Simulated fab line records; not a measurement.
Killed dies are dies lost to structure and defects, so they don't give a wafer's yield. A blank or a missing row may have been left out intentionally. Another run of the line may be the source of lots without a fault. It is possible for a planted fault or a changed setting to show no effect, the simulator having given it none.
fab line records	flow n5_finfet
record: lots: 7	wafers: 39
route steps=1938 shown ZERO_LAYER@11 FIN_SAQP@98 HKMG_FIN@389 MOL_CONTACT_COAG@559 BEOL_M6@1236 BEOL_M8@1348 BEOL_M13@1694 TV_OPEN@1890
start_h: hours from the record's first day to the start of the lot's first wafer shown	wait_h: hours elapsed since this lot's preceding step	" as in the row above	L1.1+2: a single row standing in for several wafers	- value missing, or start not given	* or withheld: withheld	< > ~ a bound
route shown NAME@n: names a module that has steps shown in the file, with the first one's number in the route	usual: mean/standard deviation taken from wafers without a fault	same: alike in all rows	chamber/n: place in a boat	sites: readings site by site	_std_site: the values' standard deviation	_edge_site: inner sites' mean taken away from outer sites' mean	radius_mm: how far each site lies from the wafer's centre	mask NAME#n: copy n	behind: the most recent tool/chamber to have shaped the wafer	hold: cause of the lot's hold/its duration in hours/its outcome	device: transistor that didn't switch, given as n, p or np	end of line: the same wafers' tests at the end of the route	where a step has no rows: the recipe by itself	killed: count of dies lost to structure and defects at first sort (not the wafer's yield)	map: a wafer's dies, x killed, . not, _ none there
set.NAME: the setting that was run; set.NAME@STEP: the one run at that earlier step	model.NAME: the simulator's own value behind a step, which no gauge read
lots whose settings were changed on purpose; a table a step, a row a wafer
== steps ==
step: N5_ZERO_LAYER_DEVELOP_10
recipe: develop_time_s: 60	rinse_liquid: diw	dry: air_spin	dev_temp_c: 21
lot.wafer	tool	chamber	start_h	wait_h	set.develop_time_s
L074.1+3+4	litho_track-05	0	-	-	89.12
L074.2+5+6	"	0	"	"	60
L076.1+3+5	litho_track-02	0	-	-	86.04
L076.2+4+6	"	0	"	"	60
L082.1+2+4	litho_track-01	0	-	-	60
L082.3+5+6	"	0	"	"	87.12
L087.1+5+6	litho_track-02	0	-	-	60
L087.2+3+4	"	0	"	"	80.1
L091.1+4+5	litho_track-05	0	-	-	60
L091.2+3+6	"	0	"	"	69.54
L096.1+5+6	litho_track-01	0	-	-	82.95
L096.2+3+4	"	0	"	"	60
L097.2+4+5	litho_track-01	0	-	-	60
step: N5_ZERO_LAYER_HARDBAKE_23
recipe: temp_c: 130	time_s: 120
step: N5_ZERO_LAYER_CD_MEAS_11
recipe: target_cd_nm: 2000	landing_energy_ev: 500	detector: se_inlens
usual: cd_nm: 2000.2/2.7
lot.wafer	tool	chamber	start_h	wait_h	set.develop_time_s@ZERO_LAYER_DEVELOP_10	cd_nm
L074.1	cd_sem-01	0	12.66	-	89.12	2004.2
L074.2	"	0	"	"	60	1999.9
L074.3	"	0	"	"	89.12	2005.4
L074.4	"	0	"	"	89.12	2005.3
L074.5	"	0	"	"	60	1995.3
L074.6	"	0	"	"	60	2000.9
L076.1	cd_sem-02	0	24.66	-	86.04	2010.4
L076.2	"	0	"	"	60	2001.3
L076.3	"	0	"	"	86.04	2011.8
L076.4	"	0	"	"	60	2003.4
L076.5	"	0	"	"	86.04	2010.9
L076.6	"	0	"	"	60	2005.8
L082.1	cd_sem-02	0	60.64	-	60	1998.0
L082.2	"	0	"	"	60	1996.5
L082.3	"	0	"	"	87.12	2006.5
L082.4	"	0	"	"	60	1997.2
L082.5	"	0	"	"	87.12	2005.6
L082.6	"	0	"	"	87.12	2006.9
L087.1	cd_sem-02	0	90.77	-	60	2005.4
L087.2	"	0	"	"	80.1	2009.7
L087.3	"	0	"	"	80.1	2008.7
L087.4	"	0	"	"	80.1	2011.4
L087.5	"	0	"	"	60	2002.5
L087.6	"	0	"	"	60	2001.5
L091.1	cd_sem-03	0	114.64	-	60	2001.9
L091.2	"	0	"	"	69.54	1998.5
L091.3	"	0	"	"	69.54	2000.6
L091.4	"	0	"	"	60	1998.6
L091.5	"	0	"	"	60	2000.7
L091.6	"	0	"	"	69.54	2001.2
L096.1	cd_sem-02	0	144.77	-	82.95	2005.5
L096.2	"	0	"	"	60	1999.3
L096.3	"	0	"	"	60	2000.3
L096.4	"	0	"	"	60	1995.8
L096.5	"	0	"	"	82.95	2006.5
L096.6	"	0	"	"	82.95	2005.9
L097.2	cd_sem-03	0	150.77	-	60	1997.8
L097.4	"	0	"	"	60	2001.2
L097.5	"	0	"	"	60	2000.6
step: N5_FIN_SAQP_PECVD_47
recipe: material: a-Si	target_thk_a: 450	temp_c: 400	precursor: SiH4/He	pressure_torr: 3	rf_w: 100	time_s: 36.3
lot.wafer	tool	chamber	start_h	wait_h	set.time_s	model.a-Si_of_FIN_SAQP_PECVD_47.thk_nm
L074.1	pecvd-01	0	22.67	0.0	36.3	43.8
L074.2	"	1	"	"	53.6	66.16
L074.3	"	2	"	"	53.6	66.44
L074.4	"	1	"	"	53.6	67.08
L074.5	"	0	"	"	36.3	44.7
L074.6	"	2	"	"	36.3	45.52
L076.1	pecvd-03	1	34.25	0.0	28.62	35.59
L076.2	"	0	"	"	28.62	35.32
L076.3	"	0	"	"	36.3	46.02
L076.4	"	1	"	"	36.3	45.97
L076.5	"	1	"	"	28.62	36.66
L076.6	"	0	"	"	36.3	45.09
L082.1	pecvd-01	0	70.16	0.0	36.3	45.03
L082.2	"	1	"	"	36.3	44.8
L082.3	"	2	"	"	36.3	45.41
L082.4	"	0	"	"	36.3	45.6
L082.5	"	2	"	"	36.3	46.34
L082.6	"	1	"	"	36.3	45.73
L087.1	pecvd-01	1	100.32	0.0	36.3	45.18
L087.2	"	0	"	"	21.24	26.98
L087.3	"	2	"	"	21.24	27.27
L087.4	"	2	"	"	36.3	46.36
L087.5	"	1	"	"	21.24	27.26
L087.6	"	0	"	"	36.3	46.23
L091.1	pecvd-03	1	123.50	0.0	57.15	70.81
L091.2	"	0	"	"	36.3	44.77
L091.3	"	2	"	"	36.3	44.02
L091.4	"	0	"	"	57.15	72.21
L091.5	"	2	"	"	36.3	44.97
L091.6	"	1	"	"	57.15	71.9
L096.1	pecvd-01	0	158.87	0.0	36.3	44.42
L096.2	"	2	"	"	36.3	45.07
L096.3	"	1	"	"	36.3	45.2
L096.4	"	1	"	"	36.3	45.7
L096.5	"	0	"	"	36.3	46.13
L096.6	"	2	"	"	36.3	45.5
L097.2	pecvd-01	0	159.32	0.0	36.3	44.86
L097.4	"	2	"	"	36.3	45.63
L097.5	"	1	"	"	36.3	45.6
step: N5_FIN_SAQP_PECVD_48
recipe: material: SiNx	target_thk_a: 250	temp_c: 400	precursor: SiH4/NH3/N2	pressure_torr: 1.5	rf_w: 300	time_s: 22.1
step: N5_FIN_SAQP_PECVD_06
recipe: material: a-Si	target_thk_a: 600	temp_c: 400	precursor: SiH4/He	pressure_torr: 3	rf_w: 100	time_s: 48.1
step: N5_FIN_SAQP_ETCH_57
recipe: chemistry: CH3F/O2	target: SiNx	mask_material: SiO2	target_depth_a: 325	time_s: 46.4	pressure_mtorr: 30	source_w: 395	bias_w: 73	Ar_flow_sccm: 150	CH3F_flow_sccm: 30	O2_flow_sccm: 20	ion_energy_ev: 120	ends: cleared
step: N5_FIN_SAQP_ETCH_65
recipe: chemistry: CF4	target: SiO2	target_depth_a: 40	ion_energy_ev: 350	time_s: 4.4	pressure_mtorr: 10	icp_w: 800	bias_w: 400	cf4_flow_sccm: 80
step: N5_FIN_SAQP_MANDREL_ETCH_58
recipe: chemistry: HBr/Cl2	target: a-Si	target_depth_a: 450	bt_time_s: 10	stop_on: SiNx	mask_material: SiO2	over_etch_frac: 0.8	time_s: 27	pressure_mtorr: 10	icp_w: 800	bias_w: 75	HBr_flow_sccm: 150	Cl2_flow_sccm: 80	ends: end_point
usual: oes_product_au: 0.702/0.014
lot.wafer	tool	chamber	start_h	wait_h	set.time_s@FIN_SAQP_PECVD_47	oes_product_au	model.etch.depth_nm
L074.1	rie_si-05	3	26.47	0.0	36.3	0.703	43.8
L074.2	"	1	"	"	53.6	0.903	66.16
L074.3	"	2	"	"	53.6	0.873	66.44
L074.4	"	0	"	"	53.6	0.900	67.08
L074.5	"	2	"	"	36.3	0.690	44.7
L074.6	"	3	"	"	36.3	0.721	45.52
L076.1	rie_si-04	0	37.57	0.0	28.62	0.635	35.59
L076.2	"	3	"	"	28.62	0.629	35.32
L076.3	"	2	"	"	36.3	0.722	46.02
L076.4	"	1	"	"	36.3	0.682	45.97
L076.5	"	2	"	"	28.62	0.650	36.66
L076.6	"	1	"	"	36.3	0.680	45.09
L082.1	rie_si-04	2	74.54	0.0	36.3	0.711	45.03
L082.2	"	3	"	"	36.3	0.706	44.8
L082.3	"	0	"	"	36.3	0.713	45.41
L082.4	"	1	"	"	36.3	0.681	45.6
L082.5	"	3	"	"	36.3	0.717	46.34
L082.6	"	0	"	"	36.3	0.715	45.73
L087.1	rie_si-04	2	103.64	0.0	36.3	0.712	45.18
L087.2	"	0	"	"	21.24	0.556	26.98
L087.3	"	1	"	"	21.24	0.530	27.27
L087.4	"	3	"	"	36.3	0.723	46.36
L087.5	"	3	"	"	21.24	0.562	27.26
L087.6	"	0	"	"	36.3	0.719	46.23
L091.1	rie_si-01	3	126.46	0.0	57.15	0.899	70.81
L091.2	"	1	"	"	36.3	0.678	44.77
L091.3	"	0	"	"	36.3	0.695	44.02
L091.4	"	2	"	"	57.15	0.925	72.21
L091.5	"	1	"	"	36.3	0.681	44.97
L091.6	"	2	"	"	57.15	0.917	71.9
L096.1	rie_si-01	3	162.33	0.0	36.3	0.678	44.42
L096.2	"	1	"	"	36.3	0.681	45.07
L096.3	"	0	"	"	36.3	0.705	45.2
L096.4	"	2	"	"	36.3	0.703	45.7
L096.5	"	2	"	"	36.3	0.710	46.13
L096.6	"	3	"	"	36.3	0.692	45.5
L097.2	rie_si-01	2	163.20	0.0	36.3	0.697	44.86
L097.4	"	3	"	"	36.3	0.693	45.63
L097.5	"	1	"	"	36.3	0.676	45.6
step: N5_HKMG_FIN_ALD_75
recipe: material: Al2O3	target_thk_a: 10	temp_c: 150	ald_precursor_family: TMA	ald_co_reactant: H2O	pulse_time_s: withheld	co_reactant_pulse_time_s: 1
lot.wafer	tool	chamber	start_h	wait_h	set.target_thk_a	model.Al2O3_of_HKMG_FIN_ALD_75.thk_nm
L074.1+3+5	ald_hk-03	2,0,1	74.18	0.0	10	1
L074.2+4+6	"	1,3,2	"	"	6.559	0.6
L076.1+2+3+4+5+6	ald_hk-02	1,2,0,3,0,3	84.36	0.0	10	1
L082.1	ald_hk-01	1	127.89	0.0	7.027	0.8
L082.2+3+5	"	2,0,2	"	"	10	1
L082.4+6	"	3	"	"	7.027	0.6
L087.1+3+4	ald_hk-02	1,3,2	152.38	0.0	7.146	0.8
L087.2+5+6	"	0,3,0	"	"	10	1
L091.1+3+6	ald_hk-02	1,3,0	173.75	0.0	4.243	0.4
L091.2+4+5	"	2,0,1	"	"	10	1
L096.1+2+3+4+5+6	ald_hk-01	0,2,3,1,1,2	211.22	0.0	10	1
L097.2+4+5	ald_hk-02	1,0,0	211.89	0.0	10	1
step: N5_HKMG_FIN_COAT_41
recipe: resist: SOC	temp_c: 250	time_s: 60	spin_rpm: 1500	resist_thk_nm: 300
step: N5_HKMG_FIN_COAT_42
recipe: resist: SiARC	temp_c: 220	time_s: 60	spin_rpm: 1500	resist_thk_nm: 35
step: N5_HKMG_FIN_WET_ETCH_76
recipe: chemistry: dNH4OH	mix: 1:50	temp_c: 25	target: Al2O3	stop_on: La2O3	target_depth_nm: 2.25	dry: ipa_marangoni	rinse_time_s: 30	rinse_temp_c: 23
step: N5_HKMG_FIN_STRIP_60
recipe: chemistry: N2/H2	power_w: 2500	temp_c: 300	h2_frac: 0.65	time_s: 360	pressure_mtorr: withheld	n2_flow_sccm: 1750	h2_flow_sccm: 3250
step: N5_HKMG_FIN_WET_ETCH_77
recipe: chemistry: dHCl	mix: 1:10000	temp_c: 25	target: La2O3	stop_on: HfO2	target_depth_nm: 2
lot.wafer	tool	chamber	start_h	wait_h	set.target_thk_a@HKMG_FIN_ALD_75	model.Al2O3_of_HKMG_FIN_ALD_75.thk_nm
L074.1+3+5	wet_bench-02	7,3,1	75.88	0.3	10	1
L074.2+4+6	"	2,0,6	"	"	6.559	0.6
L076.1+2+3+4+5+6	wet_bench-02	5,0,4,6,7,1	86.46	0.3	10	1
L082.1+4+6	wet_bench-02	6,2,7	129.71	0.3	7.027	0.6
L082.2+3+5	"	4,3,5	"	"	10	1
L087.1+3+4	wet_bench-01	5,6,1	154.20	0.3	7.146	0.6
L087.2+5+6	"	4,7,0	"	"	10	1
L091.1+3+6	wet_bench-01	7,4,6	175.45	0.3	4.243	0.4
L091.2+4+5	"	2,3,5	"	"	10	1
L096.1+2+3+4+5+6	wet_bench-01	0,6,1,5,7,2	212.92	0.3	10	1
L097.2+4+5	wet_bench-02	2,3,4	213.71	0.3	10	1
step: N5_MOL_CONTACT_COAG_ALD_27
recipe: material: SiOC	target_thk_a: 170	temp_c: 400	ald_precursor_family: carbosiloxane	ald_co_reactant: H2-plasma	pulse_time_s: 1.5	time_s: 2720	purge_time_s: 2	co_reactant_purge_time_s: 2	ald_cycles: 340	pressure_torr: 2
lot.wafer	tool	chamber	start_h	wait_h	set.ald_cycles	model.SiOC_of_MOL_CONTACT_COAG_ALD_27.thk_nm
L074.1+2+4	ald_sin-02	3,1,2	97.23	0.9	340	17
L074.3	"	0	"	"	528	26.2
L074.5+6	"	1,0	"	"	528	26.4
L076.1+6	ald_sin-03	1,0	113.90	0.0	340	17
L076.2+3+5	"	3,0,3	"	"	476	23.8
L076.4	"	2	"	"	340	17.2
L082.1+2+3+4+6	ald_sin-02	3,2,1,0,2	152.20	0.0	340	17
L082.5	"	3	"	"	340	16.8
L087.1+4+6	ald_sin-02	3,1,1	180.71	2.3	340	17
L087.2+3+5	"	2,0,2	"	"	340	16.8
L091.1+2+6	ald_sin-01	2,0,2	197.11	0.5	340	17
L091.3+4+5	"	3,1,1	"	"	260	13
L096.1+2+3	ald_sin-02	1,3,2	234.65	0.0	180	9
L096.4+5	"	0	"	"	340	17
L096.6	"	1	"	"	340	17.2
L097.2	ald_sin-03	0	236.04	0.1	340	16.8
L097.4+5	"	2	"	"	340	17
step: N5_BEOL_M6_VIA_ETCH_34
recipe: chemistry: C4F6/O2	target: SiCOH_lowk	target_depth_a: 1263	mask_material: SOC	taper_deg: 4	time_s: 50.9	ion_energy_ev: 250	pressure_mtorr: 30	source_w: 345	bias_w: 185	Ar_flow_sccm: 300	C4F6_flow_sccm: 10	O2_flow_sccm: 10
lot.wafer	tool	chamber	start_h	wait_h	set.time_s	model.etch.depth_nm	model.SOC_of_BEOL_M6_COAT_63.thk_nm
L074.1	rie_diel-04	2	226.65	0.0	50.9	123.4	54
L074.2	"	1	"	"	40.77	99.76	55.4
L074.3	"	0	"	"	50.9	122	54.2
L074.4	"	2	"	"	40.77	98.79	55.4
L074.5	"	1	"	"	50.9	124.1	54.2
L074.6	"	0	"	"	40.77	98.63	55.2
L076.1	rie_diel-01	1	241.72	0.0	50.9	127.9	54
L076.2	"	0	"	"	27.47	66.01	57
L076.3	"	2	"	"	50.9	125.3	54.2
L076.4	"	3	"	"	27.47	69.42	56.8
L076.5	"	2	"	"	50.9	123.2	54.2
L076.6	"	3	"	"	27.47	69.56	57
L082.1	rie_diel-04	0	294.77	0.0	50.9	123.7	54.2
L082.2	"	3	"	"	50.9	126.3	53.8
L082.3	"	1	"	"	50.9	126	53.8
L082.4	"	2	"	"	50.9	124.3	54.2
L082.5	"	0	"	"	50.9	123.7	54
L082.6	"	1	"	"	50.9	126.7	54
L087.1	rie_diel-03	1	307.55	0.0	50.9	124.5	54.2
L087.2	"	0	"	"	74.17	184.8	50.8
L087.3	"	2	"	"	74.17	181.5	51
L087.4	"	0	"	"	50.9	126.2	54
L087.5	"	1	"	"	74.17	180.2	51.4
L087.6	"	2	"	"	50.9	125.2	53.8
L091.1	rie_diel-01	3	348.81	0.0	50.9	127.8	53.8
L091.2	"	2	"	"	75.92	184.3	51
L091.3	"	1	"	"	50.9	128.6	54
L091.4	"	3	"	"	75.92	192.5	50.6
L091.5	"	2	"	"	50.9	124.2	54
L091.6	"	1	"	"	75.92	191.8	51
L096.1	rie_diel-03	1	364.45	0.0	50.9	125.5	53.6
L096.2	"	0	"	"	50.9	126.7	53.8
L096.3	"	2	"	"	73.05	179.2	51
L096.4	"	3	"	"	73.05	180.5	51
L096.5	"	2	"	"	50.9	124.4	53.4
L096.6	"	3	"	"	73.05	180.1	51
L097.2	rie_diel-04	3	370.95	0.0	50.9	125.1	53.8
L097.4	"	1	"	"	50.9	124.6	54
L097.5	"	1	"	"	50.9	125.9	53.8
step: N5_BEOL_M8_DESCUM_16
recipe: chemistry: O2	time_s: 7.9	source_power_w: 50	bias_power_w: 20	pressure_mtorr: 20	rf_frequency_hz: 2.712e+07	temp_c: 40	resist: CAR-ArF	o2_flow_sccm: 225
lot.wafer	tool	chamber	start_h	wait_h	set.time_s	model.CAR-ArF_of_BEOL_M8_COAT_05.thk_nm
L074.1+4	rie_diel-04	1,0	242.23	0.3	7.9	83.6
L074.2	"	0	"	"	7.9	83.2
L074.3+6	"	2	"	"	4.473	85.6
L074.5	"	1	"	"	4.473	85.8
L076.1	rie_diel-04	3	256.89	0.0	7.9	83
L076.2+5+6	"	2,3,2	"	"	7.9	83.6
L076.3+4	"	1,0	"	"	7.9	83.2
L082.1+2+4+5	rie_diel-03	0,2,2,1	308.35	0.0	7.9	83.6
L082.3	"	1	"	"	7.9	83.4
L082.6	"	0	"	"	7.9	83.8
L087.1	rie_diel-01	2	319.86	0.0	7.9	83.6
L087.2	"	0	"	"	7.9	83
L087.3+5+6	"	1,2,3	"	"	11.68	81
L087.4	"	3	"	"	7.9	83.4
L091.1	rie_diel-01	0	369.33	0.3	7.9	83.6
L091.2+5+6	"	2,1,2	"	"	9.388	82.6
L091.3+4	"	1,3	"	"	7.9	83.4
L096.1+2+3+5	rie_diel-03	0,2,3,0	379.49	0.2	7.9	83.6
L096.4+6	"	1,3	"	"	7.9	83.8
L097.2+4	rie_diel-04	0,3	391.14	0.0	7.9	83
L097.5	"	2	"	"	7.9	83.2
step: N5_BEOL_M8_DEP_56
recipe: material: SiCN	target_thk_a: 100	temp_c: withheld	precursor: 3MS/NH3	pressure_torr: 3	rf_w: 202	time_s: 17.5
lot.wafer	tool	chamber	start_h	wait_h	set.target_thk_a	model.SiCN_of_BEOL_M8_DEP_56.thk_nm
L074.1+4	pecvd-01	1	248.26	0.0	100	10
L074.2	"	2	"	"	124.5	12.2
L074.3	"	0	"	"	124.5	12.4
L074.5	"	2	"	"	100	10.2
L074.6	"	0	"	"	124.5	12.6
L076.1	pecvd-01	1	262.48	0.0	150	15
L076.2+3	"	2,0	"	"	100	10
L076.4	"	2	"	"	150	15.4
L076.5	"	1	"	"	150	15.2
L076.6	"	0	"	"	100	10.2
L082.1+3	pecvd-04	1,0	314.16	0.0	100	9.8
L082.2	"	2	"	"	152.5	14.8
L082.4	"	2	"	"	152.5	15
L082.5	"	1	"	"	152.5	15.2
L082.6	"	0	"	"	100	10.2
L087.1+2	pecvd-03	2,0	324.56	0.0	159.8	16
L087.3	"	1	"	"	159.8	16.2
L087.4	"	2	"	"	100	10
L087.5+6	"	1,0	"	"	100	10.2
L091.1+3+5	pecvd-03	0,1,2	375.75	0.0	100	10
L091.2	"	2	"	"	100	9.8
L091.4+6	"	1,0	"	"	100	10.2
L096.1+2+3+4	pecvd-01	1,0,2,1	386.81	0.0	100	9.8
L096.5+6	"	2,0	"	"	100	10
L097.2	pecvd-04	2	397.48	0.0	100	9.8
L097.4	"	0	"	"	100	10.2
L097.5	"	2	"	"	100	10
step: N5_BEOL_M13_ETCH_68
recipe: chemistry: N2/H2	target: SOC	mask_material: SiARC	source_w: 3000	bias_w: 350	temp_c: 40	time_s: 355	ion_energy_ev: 200	pressure_mtorr: 30	n2_flow_sccm: 200	h2_flow_sccm: 200
lot.wafer	tool	chamber	start_h	wait_h	set.time_s	model.SiARC_of_BEOL_M13_COAT_66.thk_nm
L074.1	rie_diel-05	3	282.42	0.1	417.5	72
L074.2+5	"	2	"	"	355	76.8
L074.3	"	0	"	"	417.5	70
L074.4	"	0	"	"	417.5	71
L074.6	"	3	"	"	355	77.8
L076.1+5	rie_diel-06	2,0	294.14	0.1	355	78
L076.2	"	1	"	"	355	77
L076.3	"	3	"	"	355	78.6
L076.4	"	0	"	"	355	77.2
L076.6	"	1	"	"	355	77.6
L082.1+5	rie_diel-05	3,1	347.53	0.1	355	76.4
L082.2	"	2	"	"	258.2	85.8
L082.3	"	1	"	"	258.2	86
L082.4	"	0	"	"	355	76.6
L082.6	"	0	"	"	258.2	85.6
L087.1+3	rie_diel-06	0	361.78	0.1	355	77.4
L087.2	"	2	"	"	436.2	70.4
L087.4	"	2	"	"	436.2	70
L087.5	"	0	"	"	355	77.8
L087.6	"	2	"	"	436.2	69.8
L091.1	rie_diel-06	2	407.95	0.1	355	77.4
L091.2+6	"	1	"	"	355	77.6
L091.3+4	"	3,0	"	"	355	76.8
L091.5	"	2	"	"	355	77.2
L096.1+2+5	rie_diel-06	1,0,0	425.82	0.1	355	77.4
L096.3	"	2	"	"	355	77.8
L096.4	"	3	"	"	355	76.8
L096.6	"	1	"	"	355	77.6
L097.2	rie_diel-06	2	434.36	0.1	355	77.4
L097.4	"	3	"	"	355	76.8
L097.5	"	2	"	"	355	77.2
step: N5_PASSIVATION_ETCH_15
recipe: chemistry: CF4/N2	target: SiCN	target_depth_a: 750	taper_deg: 2	time_s: 81.2	ion_energy_ev: 150	mask_material: SiNx	pressure_mtorr: 40	source_w: 430	bias_w: 70	Ar_flow_sccm: 100	cf4_flow_sccm: 60	n2_flow_sccm: 60
lot.wafer	tool	chamber	start_h	wait_h	set.target_depth_a	model.etch.depth_nm
L074.1	rie_diel-02	1	-	-	750	65.1
L074.2	"	0	"	"	966.5	86.29
L074.3	"	2	"	"	966.5	84.54
L074.4	"	3	"	"	966.5	85.3
L074.5	"	1	"	"	750	65.25
L074.6	"	2	"	"	750	66.14
L076.1	rie_diel-02	2	-	-	316.4	27.79
L076.2	"	1	"	"	316.4	27.63
L076.3	"	0	"	"	316.4	28.33
L076.4	"	0	"	"	750	67.56
L076.5	"	2	"	"	750	65.68
L076.6	"	1	"	"	750	64.86
L082.1	rie_diel-06	2	-	-	750	64.3
L082.2	"	1	"	"	750	66.44
L082.3	"	3	"	"	306.5	27.06
L082.4	"	0	"	"	306.5	26.89
L082.5	"	2	"	"	750	64.17
L082.6	"	3	"	"	306.5	26.92
L087.1	rie_diel-05	2	-	-	515.7	45.27
L087.2	"	1	"	"	750	63.84
L087.3	"	0	"	"	515.7	44.82
L087.4	"	3	"	"	515.7	45.57
L087.5	"	0	"	"	750	64.61
L087.6	"	1	"	"	750	64.03
L091.1	rie_diel-06	2	-	-	984.7	83.41
L091.2	"	3	"	"	750	65.24
L091.3	"	0	"	"	750	65.57
L091.4	"	0	"	"	750	65.61
L091.5	"	2	"	"	984.7	84.23
L091.6	"	3	"	"	984.7	85.82
L096.1	rie_diel-05	1	-	-	460.5	39.07
L096.2	"	3	"	"	750	65.43
L096.3	"	2	"	"	460.5	40.44
L096.4	"	0	"	"	750	64.81
L096.5	"	2	"	"	460.5	40.04
L096.6	"	1	"	"	750	63.67
L097.2	rie_diel-02	1	-	-	750	64.39
L097.4	"	3	"	"	750	65.33
L097.5	"	1	"	"	750	64.42
== key ==
split: step: N5_ZERO_LAYER_DEVELOP_10	setting: develop_time_s	stated: 60	by: wafer
response: step: N5_ZERO_LAYER_CD_MEAS_11	reading: cd_nm	change: +0.17	per: 1%	r: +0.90
split: step: N5_FIN_SAQP_PECVD_47	setting: time_s	stated: 36.3	by: wafer
response: step: N5_FIN_SAQP_PECVD_47	reading: model.a-Si_of_FIN_SAQP_PECVD_47.thk_nm	change: +0.463	per: 1%	r: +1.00
response: step: N5_FIN_SAQP_MANDREL_ETCH_58	reading: oes_product_au	change: +0.00391	per: 1%	r: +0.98
response: step: N5_FIN_SAQP_MANDREL_ETCH_58	reading: model.etch.depth_nm	change: +0.463	per: 1%	r: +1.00
split: step: N5_HKMG_FIN_ALD_75	setting: target_thk_a	stated: 10	by: wafer
response: step: N5_HKMG_FIN_ALD_75	reading: model.Al2O3_of_HKMG_FIN_ALD_75.thk_nm	change: +0.0103	per: 1%	r: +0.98
response: step: N5_HKMG_FIN_WET_ETCH_77	reading: model.Al2O3_of_HKMG_FIN_ALD_75.thk_nm	change: +0.0116	per: 1%	r: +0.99
split: step: N5_MOL_CONTACT_COAG_ALD_27	setting: ald_cycles	stated: 340	by: wafer
response: step: N5_MOL_CONTACT_COAG_ALD_27	reading: model.SiOC_of_MOL_CONTACT_COAG_ALD_27.thk_nm	change: +0.17	per: 1%	r: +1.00
split: step: N5_BEOL_M6_VIA_ETCH_34	setting: time_s	stated: 50.9	by: wafer
response: step: N5_BEOL_M6_VIA_ETCH_34	reading: model.etch.depth_nm	change: +1.25	per: 1%	r: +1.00
response: step: N5_BEOL_M6_VIA_ETCH_34	reading: model.SOC_of_BEOL_M6_COAT_63.thk_nm	change: -0.0618	per: 1%	r: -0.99
split: step: N5_BEOL_M8_DESCUM_16	setting: time_s	stated: 7.9	by: wafer
response: step: N5_BEOL_M8_DESCUM_16	reading: model.CAR-ArF_of_BEOL_M8_COAT_05.thk_nm	change: -0.0494	per: 1%	r: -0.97
split: step: N5_BEOL_M8_DEP_56	setting: target_thk_a	stated: 100	by: wafer
response: step: N5_BEOL_M8_DEP_56	reading: model.SiCN_of_BEOL_M8_DEP_56.thk_nm	change: +0.0991	per: 1%	r: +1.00
split: step: N5_BEOL_M13_ETCH_68	setting: time_s	stated: 355	by: wafer
response: step: N5_BEOL_M13_ETCH_68	reading: model.SiARC_of_BEOL_M13_COAT_66.thk_nm	change: -0.338	per: 1%	r: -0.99
split: step: N5_PASSIVATION_ETCH_15	setting: target_depth_a	stated: 750	by: wafer
response: step: N5_PASSIVATION_ETCH_15	reading: model.etch.depth_nm	change: +0.645	per: 1%	r: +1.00
